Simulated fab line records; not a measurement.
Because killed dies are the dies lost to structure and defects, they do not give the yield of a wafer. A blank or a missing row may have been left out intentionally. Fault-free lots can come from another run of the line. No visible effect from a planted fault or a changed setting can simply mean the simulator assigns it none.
Code-filled problem report in 8D (eight disciplines) form | flow nandHarc | the parts of the form that need people (team, actions taken, sign-off) are left out

1. THE ISSUE
NHARC_A_DECK1_JOINT_ETCHBACK_07, oesProductAu: mean 1.351 a.u. over 1 wafer from 1 lot; wafers with no fault: 1.003 a.u., standard deviation 0.012. That is +29 standard deviations from the usual mean.
The step: etches the open film in HBr, target depth 105 nm, time 26.9 s.
Seen first at day 17 01:01 on rieSi-01, wafer L948.1. The record holds 39 wafers of 13 lots with a number at this step. By rule, "out" or "out of limits" means more than 4 standard deviations away from the usual mean. The other wafers with a number count as sound.

2. WHAT IT IS; WHAT IT IS NOT
question                    | is                | is not
which readings at this step | oesProductAu      | drypumpMotorCurrentA, throttleValvePct
which lots                  | L948              | L935, L936, L937, L938, L939, L940, L941, L942, L943, L946, L956, L957
which wafers of those lots  | L948.1            | L948.3, L948.4
read on which tools         | rieSi-01          | rieSi-05, rieSi-06
when                        | from day 17 01:01 | up to then (32 sound wafers); but 6 sound wafers of L956, L957 came after

3. SUSPECTS, AND WHAT RULES EACH OUT
Counting: if a tool at a process step up to the reading ran every lot that is out, it stays a suspect. Sound lots after the first of them don't rule it out here, since some wafers of a struck lot are sound.
- aldSinBatch-01 at NHARC_A_CHANNEL_FILL_D1_ALD_15 (deposits SiNx, target thk 2 nm, pulse time 60 s, ald cycles 19): kept. L948, the lot that is out, went through it at day 15 12:55; up to then, the latest sound lot through it was L946 at day 13 18:52. NHARC_A_CHANNEL_FILL_D1_ALD_15 gives no start for some lots, so the hours and the order of its lots are those of NHARC_A_CHANNEL_FILL_D1_ALD_16.
- aldHk-04 at NHARC_A_CHANNEL_FILL_D1_ALD_16 (deposits SiO2, target thk 1.5 nm, pulse time 10 s, ald cycles 15): kept. L948, the lot that is out, went through it at day 15 12:55; up to then, the latest sound lot through it was L943 at day 12 19:29.
- rieDiel-10 at NHARC_A_CHANNEL_FILL_D1_ETCHBACK_20 (etches the open film in C4F8/O2/Ar, target depth 27 nm, time 13.5 s): kept. L948, the lot that is out, went through it at day 16 01:17; up to then, the latest sound lot through it was L946 at day 14 07:37.
- rieSi-01 at NHARC_A_DECK1_JOINT_ETCHBACK_07 (etches the open film in HBr, target depth 105 nm, time 26.9 s): kept. L948, the lot that is out, went through it at day 17 01:01; up to then, the latest sound lot through it was L946 at day 15 07:19. Out on those wafers are its own readings of oesProductAu.
- At NHARC_A_CHANNEL_FILL_D1_ALD_16, inside aldHk-04: chamber 2 took the wafers that are out, while their sound lot-mates went through chambers 0, 3.
- At NHARC_A_CHANNEL_FILL_D1_ETCHBACK_20, inside rieDiel-10: chamber 2 took the wafers that are out, while their sound lot-mates went through chambers 1, 3.
- At NHARC_A_DECK1_JOINT_ETCHBACK_07, inside rieSi-01: chamber 2 took the wafers that are out, while their sound lot-mates went through chambers 0, 3.
Left after counting: aldSinBatch-01 at NHARC_A_CHANNEL_FILL_D1_ALD_15, aldHk-04 at NHARC_A_CHANNEL_FILL_D1_ALD_16, rieDiel-10 at NHARC_A_CHANNEL_FILL_D1_ETCHBACK_20, rieSi-01 at NHARC_A_DECK1_JOINT_ETCHBACK_07.

4. THE CAUSE (what the simulator had put in)
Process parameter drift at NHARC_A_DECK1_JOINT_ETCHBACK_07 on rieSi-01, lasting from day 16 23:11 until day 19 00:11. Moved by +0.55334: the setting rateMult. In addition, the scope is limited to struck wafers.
4 suspects survive the count, and this tool is in that group.

5. THE EFFECT CHAIN, in route order
Each row: a reading where the mean over the struck wafers with a number is more than 3 standard deviations away from the usual. Only readings whose record carries a usual standard deviation are examined. hours: median over the lots of the time between each lot's start at the first step of this table that gives one and its start at this step. sigmas: the change, counted in usual standard deviations.
hours | step                            | reading      | usual      | on struck wafers | change | sigmas
0     | NHARC_A_DECK1_JOINT_ETCHBACK_07 | oesProductAu | 1.003 a.u. | 1.351            | +0.348 | +29
The process steps in it:
- NHARC_A_DECK1_JOINT_ETCHBACK_07: etches the open film in HBr, target depth 105 nm, time 26.9 s.

6. HOW IT WOULD HAVE BEEN CAUGHT EARLIER
In this record no reading fell out of limits until day 17 01:01, 2 hours after the fault had begun at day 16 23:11.
